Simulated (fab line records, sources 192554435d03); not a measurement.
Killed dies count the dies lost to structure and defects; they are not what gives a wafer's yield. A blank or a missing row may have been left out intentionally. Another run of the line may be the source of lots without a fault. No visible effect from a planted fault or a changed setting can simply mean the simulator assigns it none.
Which of the tools did it? | flow n5 finfet | Sampling: 24 lots, 72 wafers, 5 of 1938 route steps

WHAT THE GAUGES READ, wafer by wafer
N5_PMOS_HMC_CHANNEL_EPI_THK_MEAS_22.
lot  | measured    | on            | HMC_CMP_THK (nm)
L074 | day 1 19:20 | film metro-02 | 54.8 54.8 54.1
L075 | day 2 02:05 | film metro-02 | 53.1 56.7 55.0
L076 | day 2 08:27 | film metro-01 | 55.3 54.4 53.9
L077 | day 2 14:44 | film metro-02 | 53.7 52.2 54.0
L078 | day 2 19:30 | film metro-02 | 53.7 56.8 56.7
L079 | day 3 01:55 | film metro-01 | 53.8 54.1 55.6
L080 | day 3 08:09 | film metro-02 | 52.7 53.9 55.2
L081 | day 3 14:21 | film metro-01 | 53.9 53.8 53.2
L082 | day 3 20:08 | film metro-01 | 53.6 55.3 55.1
L083 | day 4 03:03 | film metro-02 | 54.4 56.4 53.3
L084 | day 4 07:57 | film metro-02 | 55.6 53.8 53.8
L085 | day 4 13:47 | film metro-01 | 53.1 55.8 53.7
L086 | day 4 20:09 | film metro-01 | 56.5 54.0 55.2
L087 | day 5 02:12 | film metro-02 | 56.0 54.3 56.5
L088 | day 5 08:43 | film metro-02 | 55.8 53.6 56.2
L089 | day 5 13:53 | film metro-02 | 52.9 54.3 54.3
L090 | day 5 19:57 | film metro-02 | 54.3 54.5 55.2
L091 | day 6 02:19 | film metro-01 | 54.8 55.0 55.0
L092 | day 6 07:50 | film metro-02 | 56.0 53.6 55.2
L093 | day 6 14:05 | film metro-02 | 53.9 52.1 53.7
L094 | day 6 20:01 | film metro-01 | 55.1 53.7 53.3
L095 | day 7 01:31 | film metro-02 | 54.5 53.6 54.5
L096 | day 7 09:04 | film metro-02 | 53.4 53.3 55.3
L097 | day 7 14:26 | film metro-02 | 53.3 54.6 55.3

N5_FIN_SAQP_THK_MEAS_07.
lot  | measured    | on            | thk nm (nm)
L074 | day 1 20:46 | film metro-01 | 58.7 58.4 58.6
L075 | day 2 03:29 | film metro-01 | 59.3 60.7 61.7
L076 | day 2 10:07 | film metro-02 | 59.4 60.8 59.4
L077 | day 2 16:09 | film metro-01 | 60.3 59.1 59.5
L078 | day 2 20:49 | film metro-02 | 60.8 58.9 60.2
L079 | day 3 03:58 | film metro-02 | 59.1 60.2 58.7
L080 | day 3 09:34 | film metro-02 | 58.8 60.0 60.3
L081 | day 3 15:58 | film metro-01 | 59.8 60.5 60.9
L082 | day 3 21:41 | film metro-01 | 59.3 58.3 59.3
L083 | day 4 04:28 | film metro-01 | 61.3 59.1 60.1
L084 | day 4 09:22 | film metro-01 | 60.4 60.7 59.6
L085 | day 4 15:13 | film metro-01 | 61.7 62.1 61.2
L086 | day 4 22:26 | film metro-02 | 60.1 61.8 62.2
L087 | day 5 03:40 | film metro-02 | 60.5 60.1 59.3
L088 | day 5 10:10 | film metro-01 | 59.0 60.9 60.6
L089 | day 5 15:22 | film metro-01 | 58.7 59.2 60.1
L090 | day 5 22:52 | film metro-01 | 58.6 58.4 59.8
L091 | day 6 04:17 | film metro-01 | 59.8 58.6 60.1
L092 | day 6 09:20 | film metro-02 | 59.4 60.2 60.4
L093 | day 6 15:26 | film metro-01 | 59.0 58.1 60.4
L094 | day 6 21:20 | film metro-02 | 60.4 59.6 61.1
L095 | day 7 02:49 | film metro-02 | 58.7 60.6 60.4
L096 | day 7 10:23 | film metro-01 | 60.5 60.1 61.2
L097 | day 7 15:44 | film metro-02 | 59.3 60.5 61.2

N5_FIN_SAQP_CD_MEAS_27 targets a cd of 20 nm.
lot  | measured    | on        | cd nm (nm)
L074 | day 1 23:43 | cd sem-02 | 20.21 20.26 20.47
L075 | day 2 06:11 | cd sem-02 | 20.50 20.18 20.07
L076 | day 2 18:22 | cd sem-03 | 20.48 20.17 20.25
L077 | day 2 18:46 | cd sem-02 | 20.55 20.34 20.26
L078 | day 2 23:45 | cd sem-02 | 19.78 20.02 19.81
L079 | day 3 07:18 | cd sem-02 | 20.75 19.76 20.13
L080 | day 3 12:29 | cd sem-01 | 20.09 20.43 20.04
L081 | day 3 18:57 | cd sem-02 | 20.00 20.27 20.43
L082 | day 4 00:29 | cd sem-03 | 20.18 20.13 20.18
L083 | day 4 07:03 | cd sem-01 | 20.27 20.12 20.34
L084 | day 4 13:38 | cd sem-03 | 20.33 20.52 20.27
L085 | day 4 17:53 | cd sem-02 | 19.97 20.34 19.94
L086 | day 5 01:44 | cd sem-01 | 20.57 20.21 19.80
L087 | day 5 06:22 | cd sem-01 | 20.56 20.24 20.21
L088 | day 5 12:55 | cd sem-02 | 19.88 20.60 21.01
L089 | day 5 18:30 | cd sem-02 | 19.98 20.31 20.00
L090 | day 6 01:21 | cd sem-02 | 20.63 20.04 20.21
L091 | day 6 06:54 | cd sem-02 | 20.21 20.48 20.47
L092 | day 6 12:07 | cd sem-01 | 20.17 20.42 20.30
L093 | day 6 19:55 | cd sem-03 | 20.46 19.94 19.96
L094 | day 7 00:21 | cd sem-01 | 20.02 20.05 20.46
L095 | day 7 05:38 | cd sem-01 | 20.30 20.49 20.27
L096 | day 7 13:06 | cd sem-03 | 20.38 19.92 20.42
L097 | day 7 19:25 | cd sem-03 | 20.14 20.58 20.31

WHAT TOOL EACH LOT RAN ON (gives the tool, then ch and the chambers of the sampled wafers, and finally the start)
lot  | N5_PMOS_HMC_CHANNEL_EPI_EPI_26 | N5_FIN_SAQP_MANDREL1_REMOVE_56
L074 | epi rpcvd-03 ch 0, day 1 19:29 | rie si-01 ch 1,2,3, day 1 23:37
L075 | epi rpcvd-02 ch 0, day 2 02:18 | rie si-04 ch 0,1,2, day 2 06:04
L076 | epi rpcvd-02 ch 0, day 2 08:34 | rie si-03 ch 1,2,3, day 2 18:15
L077 | epi rpcvd-03 ch 0, day 2 14:50 | rie si-03 ch 1,2, day 2 18:39
L078 | epi rpcvd-02 ch 0, day 2 19:40 | rie si-01 ch 0,2,3, day 2 23:38
L079 | epi rpcvd-03 ch 0, day 3 02:01 | rie si-03 ch 1,2,3, day 3 07:11
L080 | epi rpcvd-03 ch 0, day 3 08:16 | rie si-03 ch 0,1,3, day 3 12:22
L081 | epi rpcvd-03 ch 0, day 3 14:28 | rie si-01 ch 1,2,3, day 3 18:50
L082 | epi rpcvd-03 ch 0, day 3 20:14 | rie si-01 ch 0,2,3, day 4 00:22
L083 | epi rpcvd-03 ch 0, day 4 03:10 | rie si-04 ch 1,2, day 4 06:56
L084 | epi rpcvd-02 ch 0, day 4 08:08 | rie si-04 ch 1,2,3, day 4 13:31
L085 | epi rpcvd-04 ch 0, day 4 14:02 | rie si-01 ch 0,3, day 4 17:46
L086 | epi rpcvd-04 ch 0, day 4 20:16 | rie si-04 ch 1,2,3, day 5 01:38
L087 | epi rpcvd-02 ch 0, day 5 02:31 | rie si-03 ch 0,1,2, day 5 06:14
L088 | epi rpcvd-03 ch 0, day 5 08:49 | rie si-04 ch 0,1,2, day 5 12:48
L089 | epi rpcvd-02 ch 0, day 5 13:59 | rie si-01 ch 0,2, day 5 18:23
L090 | epi rpcvd-03 ch 0, day 5 20:04 | rie si-03 ch 0,1,3, day 6 01:14
L091 | epi rpcvd-04 ch 0, day 6 02:25 | rie si-01 ch 1,2,3, day 6 06:47
L092 | epi rpcvd-03 ch 0, day 6 08:04 | rie si-03 ch 1,2,3, day 6 12:00
L093 | epi rpcvd-04 ch 0, day 6 14:11 | rie si-01 ch 1,2, day 6 19:48
L094 | epi rpcvd-02 ch 0, day 6 20:08 | rie si-04 ch 0,1,3, day 7 00:14
L095 | epi rpcvd-02 ch 0, day 7 01:37 | rie si-04 ch 0,1,3, day 7 05:31
L096 | epi rpcvd-02 ch 0, day 7 09:17 | rie si-01 ch 0,1, day 7 12:59
L097 | epi rpcvd-03 ch 0, day 7 14:32 | rie si-03 ch 0,2,3, day 7 19:19
- N5_PMOS_HMC_CHANNEL_EPI_EPI_26: deposits Si from SiH4/H2, target thk 3.8 nm, time 22.7 s.
- N5_FIN_SAQP_MANDREL1_REMOVE_56: chemistry HBr/Cl2/O2, target a-Si, stops on SiNx, bt time 10 s.

WHAT THE TOOLS THEMSELVES READ (means of the sampled wafers that have a number; where no wafer has one, the mark that the record gives instead)
N5_PMOS_HMC_CHANNEL_EPI_EPI_26.
lot  | tool         | chamber pressure Torr (Torr) | throttle valve pct (%)
L074 | epi rpcvd-03 | 19.98                        | 10.4
L075 | epi rpcvd-02 | 19.95                        | 11.2
L076 | epi rpcvd-02 | 20.04                        | 11.1
L077 | epi rpcvd-03 | 20.04                        | 10.6
L078 | epi rpcvd-02 | 20.04                        | 11.0
L079 | epi rpcvd-03 | 20.02                        | 10.5
L080 | epi rpcvd-03 | 20.00                        | 10.5
L081 | epi rpcvd-03 | 19.97                        | 10.6
L082 | epi rpcvd-03 | 20.04                        | 10.5
L083 | epi rpcvd-03 | 19.98                        | 10.6
L084 | epi rpcvd-02 | 20.03                        | 11.1
L085 | epi rpcvd-04 | 20.09                        | 11.2
L086 | epi rpcvd-04 | 20.00                        | 11.4
L087 | epi rpcvd-02 | 19.94                        | 11.1
L088 | epi rpcvd-03 | 20.04                        | 10.5
L089 | epi rpcvd-02 | 19.96                        | 11.1
L090 | epi rpcvd-03 | 20.03                        | 10.6
L091 | epi rpcvd-04 | 20.03                        | 11.5
L092 | epi rpcvd-03 | 19.96                        | 10.5
L093 | epi rpcvd-04 | 20.00                        | 11.4
L094 | epi rpcvd-02 | 19.97                        | 11.0
L095 | epi rpcvd-02 | 20.03                        | 11.0
L096 | epi rpcvd-02 | 19.99                        | 11.1
L097 | epi rpcvd-03 | 20.00                        | 10.6

N5_FIN_SAQP_MANDREL1_REMOVE_56.
lot  | tool      | drypump motor current A (A) | oes product au (a.u.) | throttle valve pct (%)
L074 | rie si-01 | 5.5                         | 0.997                 | 36.6
L075 | rie si-04 | 5.6                         | 1.021                 | 36.7
L076 | rie si-03 | 5.8                         | 0.998                 | 36.9
L077 | rie si-03 | 5.6                         | 0.993                 | 36.5
L078 | rie si-01 | 5.9                         | 0.993                 | 36.6
L079 | rie si-03 | 5.9                         | 1.005                 | 36.9
L080 | rie si-03 | 5.8                         | 1.012                 | 36.6
L081 | rie si-01 | 5.5                         | 0.998                 | 36.6
L082 | rie si-01 | 5.9                         | 0.992                 | 36.5
L083 | rie si-04 | 5.8                         | 1.019                 | 36.6
L084 | rie si-04 | 5.9                         | 1.018                 | 36.9
L085 | rie si-01 | 5.6                         | 1.003                 | 36.9
L086 | rie si-04 | 5.9                         | 1.020                 | 36.9
L087 | rie si-03 | 5.6                         | 1.006                 | 36.5
L088 | rie si-04 | 5.7                         | 1.022                 | 36.8
L089 | rie si-01 | 5.9                         | 1.003                 | 36.3
L090 | rie si-03 | 5.8                         | 1.013                 | 36.5
L091 | rie si-01 | 5.5                         | 1.005                 | 36.6
L092 | rie si-03 | 5.9                         | 1.000                 | 36.9
L093 | rie si-01 | 5.8                         | 1.006                 | 36.0
L094 | rie si-04 | 5.4                         | 1.012                 | 37.0
L095 | rie si-04 | 5.5                         | 1.012                 | 37.0
L096 | rie si-01 | 5.0                         | 1.015                 | 36.7
L097 | rie si-03 | 5.8                         | 1.017                 | 36.8

THE ANSWER, worked out from the rows above alone
Rule: the usual values come from the lots themselves. Put in order of their means at a reading, lots are off if they are a third of the lots or fewer, leave a main group of 4 or more, and stand apart from it by a gap of 3 or more times the standard deviation of the main group's means; of several such gaps the widest counts. If all means in a main group match to the digits the tables above print for the reading, that group is not used. A lot without any number at a reading at which 4 lots or more have one is off too. Any other lot the step has rows for is counted as sound. Order of review: gauges by route order, followed by the tools' own readings, for which a lot's mean as printed above is used. At the first step where some lot is off, the reading lying furthest off is the one used; lots without a number count as furthest.
Across all readings shown, no lot is off: no conclusion can be drawn from this.

WHAT THE SIMULATOR PUT IN
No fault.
